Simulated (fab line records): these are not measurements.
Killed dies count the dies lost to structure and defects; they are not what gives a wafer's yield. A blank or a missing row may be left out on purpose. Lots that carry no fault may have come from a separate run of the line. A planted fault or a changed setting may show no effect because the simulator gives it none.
Chamber matching :: flow n5-finfet :: rie-diel-04 running N5_MOL_CONTACT_COAG_VIA_ETCH_117: 4 sister chambers
The step etches SiO2 in C4F6/O2, target depth 40 nm, overetch 8 nm, time 26 s. 24 wafers are shown with their chamber, then 12 later ones without.

== WAFERS PAIRED WITH THEIR CHAMBERS ==
wafer: L080.3
chamber: 0
rf-vpp-V (V): 1655
showerhead-plenum-p-Torr (Torr): 2.88
drypump-motor-current-A (A): 4.8

wafer: L080.4
chamber: 3
rf-vpp-V (V): 1584
showerhead-plenum-p-Torr (Torr): 2.73
drypump-motor-current-A (A): 5.7

wafer: L080.5
chamber: 0
rf-vpp-V (V): 1656
showerhead-plenum-p-Torr (Torr): 2.88
drypump-motor-current-A (A): 4.8

wafer: L082.1
chamber: 0
rf-vpp-V (V): 1654
showerhead-plenum-p-Torr (Torr): 2.88
drypump-motor-current-A (A): 4.7

wafer: L082.2
chamber: 2
rf-vpp-V (V): 1621
showerhead-plenum-p-Torr (Torr): 2.88
drypump-motor-current-A (A): 5.8

wafer: L082.3
chamber: 1
rf-vpp-V (V): 1646
showerhead-plenum-p-Torr (Torr): 2.93
drypump-motor-current-A (A): 5.9

wafer: L082.4
chamber: 3
rf-vpp-V (V): 1585
showerhead-plenum-p-Torr (Torr): 2.73
drypump-motor-current-A (A): 5.8

wafer: L082.5
chamber: 1
rf-vpp-V (V): 1648
showerhead-plenum-p-Torr (Torr): 2.93
drypump-motor-current-A (A): 5.9

wafer: L082.6
chamber: 2
rf-vpp-V (V): 1621
showerhead-plenum-p-Torr (Torr): 2.88
drypump-motor-current-A (A): 5.8

wafer: L083.3
chamber: 0
rf-vpp-V (V): 1655
showerhead-plenum-p-Torr (Torr): 2.88
drypump-motor-current-A (A): 4.8

wafer: L083.5
chamber: 0
rf-vpp-V (V): 1655
showerhead-plenum-p-Torr (Torr): 2.88
drypump-motor-current-A (A): 4.8

wafer: L083.6
chamber: 1
rf-vpp-V (V): 1647
showerhead-plenum-p-Torr (Torr): 2.93
drypump-motor-current-A (A): 5.9

wafer: L084.2
chamber: 0
rf-vpp-V (V): 1655
showerhead-plenum-p-Torr (Torr): 2.88
drypump-motor-current-A (A): 4.8

wafer: L084.4
chamber: 3
rf-vpp-V (V): 1582
showerhead-plenum-p-Torr (Torr): 2.73
drypump-motor-current-A (A): 5.8

wafer: L084.6
chamber: 0
rf-vpp-V (V): 1654
showerhead-plenum-p-Torr (Torr): 2.88
drypump-motor-current-A (A): 4.8

wafer: L085.3
chamber: 1
rf-vpp-V (V): 1646
showerhead-plenum-p-Torr (Torr): 2.93
drypump-motor-current-A (A): 5.9

wafer: L085.4
chamber: 1
rf-vpp-V (V): 1647
showerhead-plenum-p-Torr (Torr): 2.93
drypump-motor-current-A (A): 5.9

wafer: L085.5
chamber: 0
rf-vpp-V (V): 1654
showerhead-plenum-p-Torr (Torr): 2.88
drypump-motor-current-A (A): 4.8

wafer: L087.1
chamber: 1
rf-vpp-V (V): 1645
showerhead-plenum-p-Torr (Torr): 2.92
drypump-motor-current-A (A): 5.9

wafer: L087.2
chamber: 0
rf-vpp-V (V): 1653
showerhead-plenum-p-Torr (Torr): 2.87
drypump-motor-current-A (A): 4.8

wafer: L087.3
chamber: 3
rf-vpp-V (V): 1582
showerhead-plenum-p-Torr (Torr): 2.72
drypump-motor-current-A (A): 5.8

wafer: L087.4
chamber: 2
rf-vpp-V (V): 1619
showerhead-plenum-p-Torr (Torr): 2.88
drypump-motor-current-A (A): 5.8

wafer: L087.5
chamber: 0
rf-vpp-V (V): 1653
showerhead-plenum-p-Torr (Torr): 2.87
drypump-motor-current-A (A): 4.7

wafer: L087.6
chamber: 1
rf-vpp-V (V): 1645
showerhead-plenum-p-Torr (Torr): 2.92
drypump-motor-current-A (A): 5.9

SIGNATURES, as means of the wafers listed above
reading: rf-vpp-V
chamber 0: 1654.40
chamber 1: 1646.29
chamber 2: 1620.33
chamber 3: 1583.25
scatter within a chamber: 1.12

reading: showerhead-plenum-p-Torr
chamber 0: 2.8780
chamber 1: 2.9271
chamber 2: 2.8800
chamber 3: 2.7275
scatter within a chamber: 0.00435

reading: drypump-motor-current-A
chamber 0: 4.780
chamber 1: 5.900
chamber 2: 5.800
chamber 3: 5.775
scatter within a chamber: 0.0343
Rule: a wafer's distance from a chamber is the root of the sum, over the readings, of the square of ((its reading less the chamber's mean) divided by the reading's scatter). If the next closest chamber is less than 2 further off than the closest, the wafer can't be placed; otherwise it belongs to the closest. The scatter: take each reading less its chamber's mean, square it, sum over the shown wafers, divide by the number of wafers less the number of chambers, and take the root.

== WAFERS WITHOUT THEIR CHAMBER ==
wafer: L090.3
rf-vpp-V (V): 1652
showerhead-plenum-p-Torr (Torr): 2.87
drypump-motor-current-A (A): 4.7

wafer: L090.4
rf-vpp-V (V): 1582
showerhead-plenum-p-Torr (Torr): 2.72
drypump-motor-current-A (A): 5.7

wafer: L090.6
rf-vpp-V (V): 1646
showerhead-plenum-p-Torr (Torr): 2.92
drypump-motor-current-A (A): 5.9

wafer: L093.2
rf-vpp-V (V): 1582
showerhead-plenum-p-Torr (Torr): 2.72
drypump-motor-current-A (A): 5.7

wafer: L093.3
rf-vpp-V (V): 1644
showerhead-plenum-p-Torr (Torr): 2.92
drypump-motor-current-A (A): 5.9

wafer: L093.4
rf-vpp-V (V): 1653
showerhead-plenum-p-Torr (Torr): 2.87
drypump-motor-current-A (A): 4.7

wafer: L094.2
rf-vpp-V (V): 1620
showerhead-plenum-p-Torr (Torr): 2.87
drypump-motor-current-A (A): 5.8

wafer: L094.3
rf-vpp-V (V): 1645
showerhead-plenum-p-Torr (Torr): 2.92
drypump-motor-current-A (A): 5.9

wafer: L094.6
rf-vpp-V (V): 1652
showerhead-plenum-p-Torr (Torr): 2.87
drypump-motor-current-A (A): 4.8

wafer: L096.1
rf-vpp-V (V): 1618
showerhead-plenum-p-Torr (Torr): 2.87
drypump-motor-current-A (A): 5.8

wafer: L096.3
rf-vpp-V (V): 1652
showerhead-plenum-p-Torr (Torr): 2.86
drypump-motor-current-A (A): 4.7

wafer: L096.5
rf-vpp-V (V): 1619
showerhead-plenum-p-Torr (Torr): 2.87
drypump-motor-current-A (A): 5.8

== THE CHAMBER EACH PASSED THROUGH ==
wafer: L090.3
from the rows above: 0
in truth: 0

wafer: L090.4
from the rows above: 3
in truth: 3

wafer: L090.6
from the rows above: 1
in truth: 1

wafer: L093.2
from the rows above: 3
in truth: 3

wafer: L093.3
from the rows above: 1
in truth: 1

wafer: L093.4
from the rows above: 0
in truth: 0

wafer: L094.2
from the rows above: 2
in truth: 2

wafer: L094.3
from the rows above: 1
in truth: 1

wafer: L094.6
from the rows above: 0
in truth: 0

wafer: L096.1
from the rows above: 2
in truth: 2

wafer: L096.3
from the rows above: 0
in truth: 0

wafer: L096.5
from the rows above: 2
in truth: 2
12 of 12 placed correctly. From these rows, 0 cannot be placed. 0 placed wrongly.
